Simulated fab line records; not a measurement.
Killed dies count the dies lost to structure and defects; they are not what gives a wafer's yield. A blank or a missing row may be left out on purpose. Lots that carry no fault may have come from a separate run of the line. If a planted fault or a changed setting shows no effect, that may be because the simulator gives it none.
Which tool did it? || flow nand-harc || Sampling: 15 lots, 45 wafers, 4 of 1302 route steps

WHAT THE GAUGES SHOWED, per wafer
NHARC_A_DECK1_JOINT_INSPECT_05.
{"lot": "L834", "measured": "day 12 10:11", "on": "defect-inspect-02", "raw-defect-count": "248 359 313"}
{"lot": "L836", "measured": "day 13 12:14", "on": "defect-inspect-01", "raw-defect-count": "298 438 241"}
{"lot": "L837", "measured": "day 13 12:07", "on": "defect-inspect-02", "raw-defect-count": "479 413 288"}
{"lot": "L838", "measured": "day 14 05:08", "on": "defect-inspect-02", "raw-defect-count": "206 220 268"}
{"lot": "L840", "measured": "day 15 02:07", "on": "defect-inspect-02", "raw-defect-count": "347 355 316"}
{"lot": "L842", "measured": "day 15 23:55", "on": "defect-inspect-02", "raw-defect-count": "153 149 162"}
{"lot": "L843", "measured": "day 16 14:14", "on": "defect-inspect-02", "raw-defect-count": "349 381 555"}
{"lot": "L849", "measured": "day 18 19:14", "on": "defect-inspect-02", "raw-defect-count": "224 407 315"}
{"lot": "L850", "measured": "day 18 19:04", "on": "defect-inspect-01", "raw-defect-count": "193 164 214"}
{"lot": "L851", "measured": "day 19 20:55", "on": "defect-inspect-02", "raw-defect-count": "350 454 364"}
{"lot": "L853", "measured": "day 19 20:55", "on": "defect-inspect-01", "raw-defect-count": "426 435 298"}
{"lot": "L854", "measured": "day 20 19:37", "on": "defect-inspect-01", "raw-defect-count": "226 355 200"}
{"lot": "L855", "measured": "day 20 22:42", "on": "defect-inspect-01", "raw-defect-count": "251 414 308"}
{"lot": "L856", "measured": "day 21 12:07", "on": "defect-inspect-02", "raw-defect-count": "226 153 193"}
{"lot": "L857", "measured": "day 21 12:07", "on": "defect-inspect-01", "raw-defect-count": "258 248 342"}

EACH LOT AND THE TOOL THAT RAN IT (in order: tool; ch and the chambers of the sampled wafers; start)
{"lot": "L834", "NHARC_A_CHANNEL_FILL_D1_ALD_16": "ald-hk-02 ch 1,3, day 9 07:31", "NHARC_A_CHANNEL_FILL_D1_STRIP_29": "rie-diel-02 ch 0,2, day 12 06:50 or earlier", "NHARC_A_DECK1_JOINT_ANNEAL_29": "furnace-02 ch 0, day 12 06:50"}
{"lot": "L836", "NHARC_A_CHANNEL_FILL_D1_ALD_16": "ald-hk-02 ch 0,2, day 10 15:37", "NHARC_A_CHANNEL_FILL_D1_STRIP_29": "rie-diel-02 ch 0,2, day 13 08:43 or earlier", "NHARC_A_DECK1_JOINT_ANNEAL_29": "furnace-02 ch 0, day 13 08:43"}
{"lot": "L837", "NHARC_A_CHANNEL_FILL_D1_ALD_16": "ald-hk-01 ch 2,3, day 10 15:38", "NHARC_A_CHANNEL_FILL_D1_STRIP_29": "rie-diel-07 ch 0,1, day 13 08:43 or earlier", "NHARC_A_DECK1_JOINT_ANNEAL_29": "furnace-02 ch 0, day 13 08:43"}
{"lot": "L838", "NHARC_A_CHANNEL_FILL_D1_ALD_16": "ald-hk-02 ch 0,1, day 10 23:52", "NHARC_A_CHANNEL_FILL_D1_STRIP_29": "rie-diel-11 ch 1,2, day 14 01:45 or earlier", "NHARC_A_DECK1_JOINT_ANNEAL_29": "furnace-04 ch 0, day 14 01:45"}
{"lot": "L840", "NHARC_A_CHANNEL_FILL_D1_ALD_16": "ald-hk-03 ch 2,3, day 12 03:17", "NHARC_A_CHANNEL_FILL_D1_STRIP_29": "rie-diel-11 ch 0,3, day 14 22:43 or earlier", "NHARC_A_DECK1_JOINT_ANNEAL_29": "furnace-02 ch 0, day 14 22:43"}
{"lot": "L842", "NHARC_A_CHANNEL_FILL_D1_ALD_16": "ald-hk-03 ch 1,3, day 12 21:36", "NHARC_A_CHANNEL_FILL_D1_STRIP_29": "rie-diel-11 ch 0,2, day 14 04:14", "NHARC_A_DECK1_JOINT_ANNEAL_29": "furnace-04 ch 0, day 15 20:31"}
{"lot": "L843", "NHARC_A_CHANNEL_FILL_D1_ALD_16": "ald-hk-02 ch 1,2,3, day 13 11:10", "NHARC_A_CHANNEL_FILL_D1_STRIP_29": "rie-diel-02 ch 0,1,2, day 16 10:47 or earlier", "NHARC_A_DECK1_JOINT_ANNEAL_29": "furnace-02 ch 0, day 16 10:47"}
{"lot": "L849", "NHARC_A_CHANNEL_FILL_D1_ALD_16": "ald-hk-03 ch 0,1,3, day 15 18:34", "NHARC_A_CHANNEL_FILL_D1_STRIP_29": "rie-diel-11 ch 1,2,3, day 18 15:41 or earlier", "NHARC_A_DECK1_JOINT_ANNEAL_29": "furnace-02, day 18 15:41"}
{"lot": "L850", "NHARC_A_CHANNEL_FILL_D1_ALD_16": "ald-hk-02 ch 0,1,3, day 15 22:45", "NHARC_A_CHANNEL_FILL_D1_STRIP_29": "rie-diel-11 ch 0,1,2, day 18 15:41 or earlier", "NHARC_A_DECK1_JOINT_ANNEAL_29": "furnace-02, day 18 15:41"}
{"lot": "L851", "NHARC_A_CHANNEL_FILL_D1_ALD_16": "ald-hk-03 ch 0,1,3, day 16 17:07", "NHARC_A_CHANNEL_FILL_D1_STRIP_29": "rie-diel-07 ch 1,2,3, day 19 17:32 or earlier", "NHARC_A_DECK1_JOINT_ANNEAL_29": "furnace-02, day 19 17:32"}
{"lot": "L853", "NHARC_A_CHANNEL_FILL_D1_ALD_16": "ald-hk-01 ch 0,1, day 17 00:46", "NHARC_A_CHANNEL_FILL_D1_STRIP_29": "rie-diel-02 ch 0,2, day 18 08:11", "NHARC_A_DECK1_JOINT_ANNEAL_29": "furnace-02 ch 0, day 19 17:32"}
{"lot": "L854", "NHARC_A_CHANNEL_FILL_D1_ALD_16": "ald-hk-03 ch 2,3, day 17 19:37", "NHARC_A_CHANNEL_FILL_D1_STRIP_29": "rie-diel-02 ch 0,1,2, day 20 16:13 or earlier", "NHARC_A_DECK1_JOINT_ANNEAL_29": "furnace-04 ch 0, day 20 16:13"}
{"lot": "L855", "NHARC_A_CHANNEL_FILL_D1_ALD_16": "ald-hk-03 ch 0,3, day 17 23:44", "NHARC_A_CHANNEL_FILL_D1_STRIP_29": "rie-diel-02 ch 0,1, day 19 08:19", "NHARC_A_DECK1_JOINT_ANNEAL_29": "furnace-02 ch 0, day 20 19:20"}
{"lot": "L856", "NHARC_A_CHANNEL_FILL_D1_ALD_16": "ald-hk-02 ch 0,2,3, day 18 15:26", "NHARC_A_CHANNEL_FILL_D1_STRIP_29": "rie-diel-11 ch 0,2,3, day 21 08:45 or earlier", "NHARC_A_DECK1_JOINT_ANNEAL_29": "furnace-02 ch 0, day 21 08:45"}
{"lot": "L857", "NHARC_A_CHANNEL_FILL_D1_ALD_16": "ald-hk-02 ch 0,3, day 18 19:07", "NHARC_A_CHANNEL_FILL_D1_STRIP_29": "rie-diel-07 ch 1,2, day 20 01:22", "NHARC_A_DECK1_JOINT_ANNEAL_29": "furnace-02 ch 0, day 21 08:45"}
- NHARC_A_CHANNEL_FILL_D1_ALD_16: deposits SiO2, target thk 1.5 nm, pulse time 10 s, ald cycles 15.
- NHARC_A_CHANNEL_FILL_D1_STRIP_29: strips in O2, time 20 s.
- NHARC_A_DECK1_JOINT_ANNEAL_29: time 1800 s.

WHAT THE TOOLS THEMSELVES READ (means of the sampled wafers that have a number; where no wafer has one, the mark that the record gives instead)
NHARC_A_CHANNEL_FILL_D1_ALD_16.
{"lot": "L834", "tool": "ald-hk-02", "heater-power-outer-w (W)": 259, "heater-power-w (W)": 470, "precursor-pulse-height-rel": 1.004}
{"lot": "L836", "tool": "ald-hk-02", "heater-power-outer-w (W)": 273, "heater-power-w (W)": 485, "precursor-pulse-height-rel": 0.993}
{"lot": "L837", "tool": "ald-hk-01", "heater-power-outer-w (W)": 294, "heater-power-w (W)": 480, "precursor-pulse-height-rel": 1.000}
{"lot": "L838", "tool": "ald-hk-02", "heater-power-outer-w (W)": 255, "heater-power-w (W)": 455, "precursor-pulse-height-rel": 0.977}
{"lot": "L840", "tool": "ald-hk-03", "heater-power-outer-w (W)": 248, "heater-power-w (W)": 425, "precursor-pulse-height-rel": 1.005}
{"lot": "L842", "tool": "ald-hk-03", "heater-power-outer-w (W)": 246, "heater-power-w (W)": 450, "precursor-pulse-height-rel": 0.992}
{"lot": "L843", "tool": "ald-hk-02", "heater-power-outer-w (W)": 272, "heater-power-w (W)": 504, "precursor-pulse-height-rel": 0.990}
{"lot": "L849", "tool": "ald-hk-03", "heater-power-outer-w (W)": 242, "heater-power-w (W)": 452, "precursor-pulse-height-rel": 1.012}
{"lot": "L850", "tool": "ald-hk-02", "heater-power-outer-w (W)": 262, "heater-power-w (W)": 466, "precursor-pulse-height-rel": 1.010}
{"lot": "L851", "tool": "ald-hk-03", "heater-power-outer-w (W)": 245, "heater-power-w (W)": 454, "precursor-pulse-height-rel": 1.004}
{"lot": "L853", "tool": "ald-hk-01", "heater-power-outer-w (W)": 267, "heater-power-w (W)": 479, "precursor-pulse-height-rel": 1.001}
{"lot": "L854", "tool": "ald-hk-03", "heater-power-outer-w (W)": 251, "heater-power-w (W)": 447, "precursor-pulse-height-rel": 0.986}
{"lot": "L855", "tool": "ald-hk-03", "heater-power-outer-w (W)": 210, "heater-power-w (W)": 399, "precursor-pulse-height-rel": 1.002}
{"lot": "L856", "tool": "ald-hk-02", "heater-power-outer-w (W)": 278, "heater-power-w (W)": 508, "precursor-pulse-height-rel": 1.018}
{"lot": "L857", "tool": "ald-hk-02", "heater-power-outer-w (W)": 260, "heater-power-w (W)": 469, "precursor-pulse-height-rel": 0.979}

NHARC_A_CHANNEL_FILL_D1_STRIP_29.
{"lot": "L834", "tool": "rie-diel-02", "drypump-motor-current-A (A)": 5.3, "oes-product-au (a.u.)": 1.005, "rf-vpp-V (V)": 57.0, "showerhead-plenum-p-Torr (Torr)": 3.36, "throttle-valve-pct (%)": 17.032}
{"lot": "L836", "tool": "rie-diel-02", "drypump-motor-current-A (A)": 5.5, "oes-product-au (a.u.)": 1.001, "rf-vpp-V (V)": 57.5, "showerhead-plenum-p-Torr (Torr)": 3.39, "throttle-valve-pct (%)": 17.040}
{"lot": "L837", "tool": "rie-diel-07", "drypump-motor-current-A (A)": 6.0, "oes-product-au (a.u.)": 0.994, "rf-vpp-V (V)": 58.2, "showerhead-plenum-p-Torr (Torr)": 3.59, "throttle-valve-pct (%)": 17.030}
{"lot": "L838", "tool": "rie-diel-11", "drypump-motor-current-A (A)": 6.1, "oes-product-au (a.u.)": 1.007, "rf-vpp-V (V)": 57.7, "showerhead-plenum-p-Torr (Torr)": 3.44, "throttle-valve-pct (%)": 17.038}
{"lot": "L840", "tool": "rie-diel-11", "drypump-motor-current-A (A)": 5.4, "oes-product-au (a.u.)": 0.993, "rf-vpp-V (V)": 57.7, "showerhead-plenum-p-Torr (Torr)": 3.63, "throttle-valve-pct (%)": 17.035}
{"lot": "L842", "tool": "rie-diel-11", "drypump-motor-current-A (A)": 5.6, "oes-product-au (a.u.)": 0.999, "rf-vpp-V (V)": 58.2, "showerhead-plenum-p-Torr (Torr)": 3.56, "throttle-valve-pct (%)": 17.036}
{"lot": "L843", "tool": "rie-diel-02", "drypump-motor-current-A (A)": 5.5, "oes-product-au (a.u.)": 1.009, "rf-vpp-V (V)": 57.4, "showerhead-plenum-p-Torr (Torr)": 3.45, "throttle-valve-pct (%)": 17.036}
{"lot": "L849", "tool": "rie-diel-11", "drypump-motor-current-A (A)": 6.0, "oes-product-au (a.u.)": 0.995, "rf-vpp-V (V)": 57.5, "showerhead-plenum-p-Torr (Torr)": 3.50, "throttle-valve-pct (%)": 17.033}
{"lot": "L850", "tool": "rie-diel-11", "drypump-motor-current-A (A)": 5.8, "oes-product-au (a.u.)": 0.998, "rf-vpp-V (V)": 58.6, "showerhead-plenum-p-Torr (Torr)": 3.49, "throttle-valve-pct (%)": 17.043}
{"lot": "L851", "tool": "rie-diel-07", "drypump-motor-current-A (A)": 5.6, "oes-product-au (a.u.)": 1.010, "rf-vpp-V (V)": 58.1, "showerhead-plenum-p-Torr (Torr)": 3.53, "throttle-valve-pct (%)": 17.039}
{"lot": "L853", "tool": "rie-diel-02", "drypump-motor-current-A (A)": 5.2, "oes-product-au (a.u.)": 0.991, "rf-vpp-V (V)": 57.1, "showerhead-plenum-p-Torr (Torr)": 3.35, "throttle-valve-pct (%)": 17.036}
{"lot": "L854", "tool": "rie-diel-02", "drypump-motor-current-A (A)": 5.4, "oes-product-au (a.u.)": 0.996, "rf-vpp-V (V)": 57.7, "showerhead-plenum-p-Torr (Torr)": 3.45, "throttle-valve-pct (%)": 17.033}
{"lot": "L855", "tool": "rie-diel-02", "drypump-motor-current-A (A)": 5.7, "oes-product-au (a.u.)": 1.005, "rf-vpp-V (V)": 58.0, "showerhead-plenum-p-Torr (Torr)": 3.55, "throttle-valve-pct (%)": 17.036}
{"lot": "L856", "tool": "rie-diel-11", "drypump-motor-current-A (A)": 5.8, "oes-product-au (a.u.)": 0.992, "rf-vpp-V (V)": 56.9, "showerhead-plenum-p-Torr (Torr)": 3.55, "throttle-valve-pct (%)": 17.037}
{"lot": "L857", "tool": "rie-diel-07", "drypump-motor-current-A (A)": 5.6, "oes-product-au (a.u.)": 0.992, "rf-vpp-V (V)": 57.5, "showerhead-plenum-p-Torr (Torr)": 3.47, "throttle-valve-pct (%)": 17.031}

NHARC_A_DECK1_JOINT_ANNEAL_29.
{"lot": "L834", "tool": "furnace-02", "ramp-down-c-per-min": 3.0001, "ramp-up-c-per-min": 10.0028, "spike-tc-lower-C (C)": 748.8, "spike-tc-top-C (C)": 762.1}
{"lot": "L836", "tool": "furnace-02", "ramp-down-c-per-min": 3.0001, "ramp-up-c-per-min": 10.0001, "spike-tc-lower-C (C)": 748.4, "spike-tc-top-C (C)": 762.9}
{"lot": "L837", "tool": "furnace-02", "ramp-down-c-per-min": 3.0002, "ramp-up-c-per-min": 9.9997, "spike-tc-lower-C (C)": 749.9, "spike-tc-top-C (C)": 762.2}
{"lot": "L838", "tool": "furnace-04", "ramp-down-c-per-min": 3.0005, "ramp-up-c-per-min": 9.9996, "spike-tc-lower-C (C)": 750.4, "spike-tc-top-C (C)": 768.9}
{"lot": "L840", "tool": "furnace-02", "ramp-down-c-per-min": 2.9999, "ramp-up-c-per-min": 10.0000, "spike-tc-lower-C (C)": 748.9, "spike-tc-top-C (C)": 761.4}
{"lot": "L842", "tool": "furnace-04", "ramp-down-c-per-min": 3.0005, "ramp-up-c-per-min": 10.0002, "spike-tc-lower-C (C)": 750.7, "spike-tc-top-C (C)": 769.1}
{"lot": "L843", "tool": "furnace-02", "ramp-down-c-per-min": 2.9999, "ramp-up-c-per-min": 10.0001, "spike-tc-lower-C (C)": 749.6, "spike-tc-top-C (C)": 762.1}
{"lot": "L849", "tool": "furnace-02", "ramp-down-c-per-min": "-", "ramp-up-c-per-min": "-", "spike-tc-lower-C (C)": "-", "spike-tc-top-C (C)": "-"}
{"lot": "L850", "tool": "furnace-02", "ramp-down-c-per-min": "-", "ramp-up-c-per-min": "-", "spike-tc-lower-C (C)": "-", "spike-tc-top-C (C)": "-"}
{"lot": "L851", "tool": "furnace-02", "ramp-down-c-per-min": "-", "ramp-up-c-per-min": "-", "spike-tc-lower-C (C)": "-", "spike-tc-top-C (C)": "-"}
{"lot": "L853", "tool": "furnace-02", "ramp-down-c-per-min": 3.0003, "ramp-up-c-per-min": 10.0004, "spike-tc-lower-C (C)": 748.5, "spike-tc-top-C (C)": 762.3}
{"lot": "L854", "tool": "furnace-04", "ramp-down-c-per-min": 3.0004, "ramp-up-c-per-min": 10.0003, "spike-tc-lower-C (C)": 749.8, "spike-tc-top-C (C)": 768.9}
{"lot": "L855", "tool": "furnace-02", "ramp-down-c-per-min": 3.0002, "ramp-up-c-per-min": 9.9991, "spike-tc-lower-C (C)": 748.6, "spike-tc-top-C (C)": 762.2}
{"lot": "L856", "tool": "furnace-02", "ramp-down-c-per-min": 3.0006, "ramp-up-c-per-min": 10.0001, "spike-tc-lower-C (C)": 749.2, "spike-tc-top-C (C)": 761.4}
{"lot": "L857", "tool": "furnace-02", "ramp-down-c-per-min": 2.9999, "ramp-up-c-per-min": 10.0011, "spike-tc-lower-C (C)": 749.7, "spike-tc-top-C (C)": 762.0}

THE ANSWER, worked out from the rows above alone
Rule: the usual values come from the lots themselves. The widest of any qualifying gaps counts: lots, ordered by their means at a reading, are off when they make up no more than a third of the lots, leave a main group of 4 or more, and stand apart from it by 3 or more times the standard deviation of that group's means. The tables above print the reading to a certain number of digits; a main group whose means all agree to those digits is not used. Also off: a lot with no number at a reading for which 4 or more lots have one. Any other lot the step has rows for is counted as sound. First the gauges in route order, then the tools' own readings, where a lot's mean is used as printed above. At the first step where some lot is off, the reading lying furthest off is the one used; lots without a number count as furthest.
Off at NHARC_A_DECK1_JOINT_ANNEAL_29 (ramp-down-c-per-min): L849, L850, L851. Without a number there: L849, L850, L851. The main group has a mean of 3.0002 with a standard deviation of 0.00024.
A tool fits if, at that step or a process step before it, it ran every lot that is off, and no sound lot after the first of them. NHARC_A_CHANNEL_FILL_D1_STRIP_29 gives no start for some lots, so the hours and the order of its lots are those of NHARC_A_DECK1_JOINT_ANNEAL_29. Of those tried, none fits.

WHAT THE SIMULATOR HAD PUT IN
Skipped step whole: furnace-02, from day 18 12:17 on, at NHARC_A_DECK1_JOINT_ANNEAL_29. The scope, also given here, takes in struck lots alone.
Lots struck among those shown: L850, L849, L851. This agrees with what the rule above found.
